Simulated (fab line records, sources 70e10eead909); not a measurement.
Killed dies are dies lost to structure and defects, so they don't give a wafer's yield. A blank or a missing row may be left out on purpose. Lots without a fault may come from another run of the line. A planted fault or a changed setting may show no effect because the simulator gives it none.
Chamber matching | flow nand_harc | NHARC_A_CONTACT_DESCUM_74 on rie_diel-03: 4 sister chambers
The step chemistry O2, time 3 s. 4 wafers are shown with their chamber, then 10 later ones without.

WAFERS WITH THEIR CHAMBER
wafer  | chamber | showerhead_plenum_p_Torr (Torr)
L084.5 | 1       | 2.04
L087.5 | 0       | 1.79
L087.6 | 3       | 1.97
L085.5 | 2       | 1.98

WAFERS WITHOUT THEIR CHAMBER
wafer  | showerhead_plenum_p_Torr (Torr)
L085.6 | 1.97
L093.1 | 1.79
L093.2 | 1.98
L093.3 | 2.03
L095.2 | 2.03
L095.4 | 1.98
L095.6 | 2.03
L094.1 | 1.79
L094.4 | 1.97
L094.6 | 1.97

WHICH CHAMBER EACH WENT THROUGH
wafer  | from the rows above     | in truth
L085.6 | can't be placed: 3 or 2 | 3
L093.1 | 0                       | 0
L093.2 | can't be placed: 2 or 3 | 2
L093.3 | 1                       | 1
L095.2 | 1                       | 1
L095.4 | can't be placed: 2 or 3 | 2
L095.6 | 1                       | 1
L094.1 | 0                       | 0
L094.4 | can't be placed: 3 or 2 | 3
L094.6 | can't be placed: 3 or 2 | 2
Placed correctly: 5 of 10. Can't be placed from these rows: 5 (the true chamber is among the candidates in 5). Placed wrongly: 0.
How it was worked out, from the rows above alone: a wafer's distance from a chamber is the root of the sum, over the readings, of the square of ((its reading less the chamber's mean) divided by the reading's scatter). The wafer belongs to the nearest chamber; if the next one is less than 2 further off, it can't be placed. A chamber's mean is the mean of its shown wafers. The scatter: with one shown wafer a chamber, the root of the mean of the squares of how far each hidden wafer lies from its nearest shown one.
